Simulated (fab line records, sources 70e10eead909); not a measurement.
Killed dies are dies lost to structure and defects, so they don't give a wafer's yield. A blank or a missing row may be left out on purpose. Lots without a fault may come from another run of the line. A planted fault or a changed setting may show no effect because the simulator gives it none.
Chamber matching | flow nand_harc | NHARC_A_WL_FILL_ALD_00 on ald_hk-01: 4 sister chambers
The step deposits Al2O3, target thk 3 nm, pulse time 3 s, ald cycles 30. 24 wafers are shown with their chamber, then 12 later ones without.

WAFERS WITH THEIR CHAMBER
wafer  | chamber | heater_power_w (W) | heater_power_outer_w (W) | precursor_pulse_height_rel
L074.2 | 1       | 378                | 207                      | 0.936
L074.3 | 0       | 534                | 283                      | 1.017
L074.4 | 2       | 433                | 239                      | 0.985
L075.1 | 1       | 373                | 211                      | 1.002
L075.3 | 2       | 445                | 240                      | 1.015
L075.4 | 0       | 536                | 274                      | 1.011
L077.1 | 3       | 444                | 251                      | 1.006
L077.3 | 0       | 525                | 277                      | 1.024
L077.5 | 0       | 528                | 286                      | 1.020
L076.1 | 3       | 445                | 249                      | 1.018
L076.3 | 1       | 383                | 205                      | 0.990
L076.6 | 2       | 437                | 243                      | 0.979
L080.2 | 3       | 455                | 246                      | 1.012
L080.5 | 3       | 439                | 243                      | 0.961
L080.6 | 0       | 519                | 289                      | 1.003
L082.1 | 3       | 447                | 251                      | 0.977
L082.2 | 0       | 518                | 285                      | 1.000
L082.6 | 2       | 434                | 251                      | 0.962
L083.3 | 1       | 384                | 214                      | 1.010
L083.4 | 0       | 535                | 284                      | 0.990
L083.5 | 3       | 445                | 254                      | 1.014
L085.2 | 3       | 474                | 249                      | 1.007
L085.3 | 2       | 435                | 242                      | 0.974
L085.4 | 1       | 379                | 205                      | 0.994

SIGNATURES (means of the wafers above)
reading                    | chamber 0 | chamber 1 | chamber 2 | chamber 3 | scatter within a chamber
heater_power_w             | 527.86    | 379.40    | 436.80    | 449.86    | 8.14
heater_power_outer_w       | 282.57    | 208.40    | 243.00    | 249.00    | 4.45
precursor_pulse_height_rel | 1.00929   | 0.98640   | 0.98300   | 0.99929   | 0.0208
Rule: a wafer's distance from a chamber is the root of the sum, over the readings, of the square of ((its reading less the chamber's mean) divided by the reading's scatter). The wafer belongs to the nearest chamber; if the next one is less than 2 further off, it can't be placed. The scatter: the root of (the sum of the squares of (reading less its chamber's mean) over the shown wafers, divided by (wafers less chambers)).

WAFERS WITHOUT THEIR CHAMBER
wafer  | heater_power_w (W) | heater_power_outer_w (W) | precursor_pulse_height_rel
L086.3 | 505                | 278                      | 1.002
L086.4 | 440                | 245                      | 1.019
L086.6 | 435                | 247                      | 0.996
L089.3 | 438                | 242                      | 0.987
L089.4 | 377                | 216                      | 1.041
L089.5 | 441                | 244                      | 1.015
L095.2 | 438                | 247                      | 0.975
L095.4 | 442                | 249                      | 1.010
L095.6 | 450                | 240                      | 0.967
L096.1 | 433                | 252                      | 1.001
L096.3 | 379                | 219                      | 0.987
L096.5 | 398                | 214                      | 0.989

WHICH CHAMBER EACH WENT THROUGH
wafer  | from the rows above     | in truth
L086.3 | 0                       | 0
L086.4 | can't be placed: 3 or 2 | 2
L086.6 | can't be placed: 2 or 3 | 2
L089.3 | can't be placed: 2 or 3 | 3
L089.4 | 1                       | 1
L089.5 | can't be placed: 2 or 3 | 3
L095.2 | can't be placed: 2 or 3 | 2
L095.4 | can't be placed: 3 or 2 | 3
L095.6 | can't be placed: 2 or 3 | 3
L096.1 | can't be placed: 3 or 2 | 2
L096.3 | 1                       | 1
L096.5 | 1                       | 1
Placed correctly: 4 of 12. Can't be placed from these rows: 8 (the true chamber is among the candidates in 8). Placed wrongly: 0.
